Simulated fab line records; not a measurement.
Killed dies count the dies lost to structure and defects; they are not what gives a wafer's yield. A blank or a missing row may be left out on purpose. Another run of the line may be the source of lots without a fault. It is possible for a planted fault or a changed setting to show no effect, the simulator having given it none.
Tool commonality check    flow nandHarc    14 lots, 42 wafers sampled

## WHAT PROMPTED THE OPENING
On 2 of the 14 lots, a flag is raised at NHARC_A_M1_CD_MEAS_09 on the reading cdNm. Wafers without a fault read 120.0 nm, standard deviation 0.57.
Rule: a lot is flagged in two cases, either no wafer of it has a number, or all its wafers with numbers fall more than 4 standard deviations from that mean. As for the other lots, they are considered sound.

lot   measured      on        cdNm (nm), wafer by wafer  flag
L355  day 22 23:49  cdSem-02  120.2 119.5 120.3          
L357  day 23 07:52  cdSem-03  120.1 121.2 120.8          
L359  day 24 12:13  cdSem-01  120.0 120.1 119.8          
L358  day 24 14:11  cdSem-01  120.8 120.2 120.7          
L360  day 25 08:37  cdSem-02  119.7 120.0 120.0          
L362  day 25 12:46  cdSem-03  119.1 120.0 119.9          
L368  day 28 12:20  cdSem-02  147.7 148.1 148.2          FLAGGED
L370  day 30 01:34  cdSem-02  119.8 119.5 119.6          
L369  day 30 08:17  cdSem-03  143.7 143.9 143.5          FLAGGED
L374  day 30 13:43  cdSem-01  120.9 120.2 119.9          
L372  day 30 20:19  cdSem-03  119.4 119.8 119.8          
L375  day 31 10:38  cdSem-03  120.7 120.8 121.0          
L378  day 32 10:06  cdSem-01  119.8 120.1 118.8          
L377  day 32 11:55  cdSem-02  119.5 119.2 119.2          
The numbers of the flagged lots are 145.8 nm on average: +25.8 nm against the usual, or +45 standard deviations.

## WHICH TOOL RAN EACH LOT
The record holds 1 process step before the reading, out of a route of 1302 steps. In each cell: the tool, then ch and the chambers that the sampled wafers went through, then the start.
lot   flag     NHARC_A_M1_EXPOSE_06
L355           arfiScanner-02 ch 0, day 22 23:40
L357           arfiScanner-02 ch 0, day 23 07:43
L359           arfiScanner-01 ch 0, day 24 12:04
L358           arfiScanner-02 ch 0, day 24 14:02
L360           arfiScanner-01 ch 0, day 25 08:28
L362           arfiScanner-03 ch 0, day 25 12:37
L368  FLAGGED  arfiScanner-03 ch 0, day 28 12:11
L370           arfiScanner-01 ch 0, day 30 01:26
L369  FLAGGED  arfiScanner-03 ch 0, day 30 08:09
L374           arfiScanner-02 ch 0, day 30 13:34
L372           arfiScanner-01 ch 0, day 30 20:11
L375           arfiScanner-02 ch 0, day 31 10:29
L378           arfiScanner-01 ch 0, day 32 09:58
L377           arfiScanner-02 ch 0, day 32 11:47
What these steps do:
- NHARC_A_M1_EXPOSE_06: exposes mask A M1, target cd 120 nm.
- NHARC_A_M1_CD_MEAS_09: target cd 120 nm.

## FLAGGED OVER TOTAL, TOOL BY TOOL (the gauges that took the reading come last)
step                   tool            lots run  flagged  share of the flagged lots  sound lots run after its first flagged lot
NHARC_A_M1_EXPOSE_06   arfiScanner-01  5         0        none                       -
NHARC_A_M1_EXPOSE_06   arfiScanner-02  6         0        none                       -
NHARC_A_M1_EXPOSE_06   arfiScanner-03  3         2        all                        0
NHARC_A_M1_CD_MEAS_09  cdSem-01        4         0        none                       -
NHARC_A_M1_CD_MEAS_09  cdSem-02        5         1        some                       2 (L370,L377)
NHARC_A_M1_CD_MEAS_09  cdSem-03        5         1        some                       2 (L372,L375)

## WHAT THE TABLE PERMITS
Rows of the table that ran each flagged lot: 1, that is arfiScanner-03 at NHARC_A_M1_EXPOSE_06.
- arfiScanner-03 at NHARC_A_M1_EXPOSE_06: 2 of its 3 lots flagged. Its last sound lot is L362 (day 25 12:37), its first flagged lot L368 (day 28 12:11): a fault that began between those two fits. Its own readings lie more than 4 standard deviations out on every wafer of the flagged lots: exposureDoseMJCm2.
arfiScanner-03 at NHARC_A_M1_EXPOSE_06 is the single tool remaining.

## WHAT WAS PUT IN BY THE SIMULATOR
Process parameter drift: arfiScanner-03, from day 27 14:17 on, at NHARC_A_M1_EXPOSE_06. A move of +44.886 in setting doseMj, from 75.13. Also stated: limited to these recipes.
Shown lots that were struck: L368, L369. Same finding as the rule above.
